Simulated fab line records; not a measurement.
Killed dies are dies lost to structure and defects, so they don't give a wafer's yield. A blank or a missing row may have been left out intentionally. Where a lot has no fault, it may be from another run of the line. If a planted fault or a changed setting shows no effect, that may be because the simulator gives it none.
One fault seen from 3 desks | flow n5-finfet | every desk sees just its own numbers, and what lay behind them comes last

== DESK OF THE TOOL OWNER: rie-diel-01 ==
The tool's own readings at N5_HKMG_FIN_DESCUM_17 (chemistry O2, time 7.9 s): means of the sampled wafers that have a number, for each lot that ran on this tool. Marked OUT: a lot whose mean sits more than 4 standard deviations from the usual mean, which makes it out of limits; the brackets give that distance.
Columns: A = drypump-motor-current-A at N5_HKMG_FIN_DESCUM_17, usual 5.6 A; B = o2-flow-sccm at N5_HKMG_FIN_DESCUM_17, usual 225.1 sccm; C = oes-product-au at N5_HKMG_FIN_DESCUM_17, usual 0.84 a.u.; D = rf-vpp-V at N5_HKMG_FIN_DESCUM_17, usual 243.6 V; E = showerhead-plenum-p-Torr at N5_HKMG_FIN_DESCUM_17, usual 2.12 Torr; F = throttle-valve-pct at N5_HKMG_FIN_DESCUM_17, usual 20.37 %
lot  | first seen here | A   | B     | C    | D     | E    | F
L221 | day 4 10:35     | 5.3 | 225.2 | 0.92 | 244.1 | 2.19 | 20.29
L223 | day 4 22:40     | 5.7 | 225.3 | 0.92 | 243.8 | 2.14 | 20.34
L233 | day 7 12:43     | 5.6 | 224.5 | 0.91 | 243.9 | 2.17 | 20.35
L235 | day 7 23:21     | 6.0 | 225.3 | 0.85 | 243.1 | 2.08 | 20.38
L237 | day 8 12:18     | 5.8 | 225.4 | 0.91 | 244.6 | 2.15 | 20.38
This desk's verdict: no lot among the 5 shows anything out of limits.

== THE DEFECT DESK ==
For each lot, the counts of the inspections along the route, averaged over the sampled wafers that have a number. Marked OUT: a lot whose mean sits more than 4 standard deviations from the usual mean, which makes it out of limits; the brackets give that distance.
Columns: A = raw-defect-count at N5_HKMG_FIN_INSPECT_14, usual 2.1
lot  | first seen here | A
L221 | day 4 09:59     | 2.0
L223 | day 4 22:38     | 3.0
L233 | day 7 12:41     | 1.7
L235 | day 7 23:19     | 1.5
L237 | day 8 11:45     | 1.5
L241 | day 9 11:17     | 0.7
L242 | day 9 17:24     | 2.0
This desk's verdict: no lot among the 7 shows anything out of limits.

== AT THE METROLOGY DESK ==
What the gauges read for every lot (on any tool): the sampled wafers with a number, averaged. Marked OUT: a lot whose mean sits more than 4 standard deviations from the usual mean, which makes it out of limits; the brackets give that distance.
Columns: A = cd-nm at N5_HKMG_FIN_CD_MEAS_12, usual 93.1 nm; B = NWFM_OVL at N5_HKMG_FIN_OVL_MEAS_13, usual 0.5 nm
lot  | first seen here | A    | B
L221 | day 4 09:56     | 93.4 | 0.7
L223 | day 4 22:35     | 92.8 | 0.7
L233 | day 7 12:37     | 93.6 | 0.9
L235 | day 7 23:16     | 92.8 | 0.8
L237 | day 8 11:41     | 93.7 | 1.1
L241 | day 9 11:14     | 92.8 | 1.3
L242 | day 9 17:21     | 93.5 | 0.2
This desk's verdict: no lot among the 7 shows anything out of limits.

== BROUGHT TOGETHER ==
The tool owner's desk saw nothing out of limits.
The defect desk saw nothing out of limits.
From the metrology desk's view, nothing was out of limits.

== WHAT THE SIMULATOR PUT IN ==
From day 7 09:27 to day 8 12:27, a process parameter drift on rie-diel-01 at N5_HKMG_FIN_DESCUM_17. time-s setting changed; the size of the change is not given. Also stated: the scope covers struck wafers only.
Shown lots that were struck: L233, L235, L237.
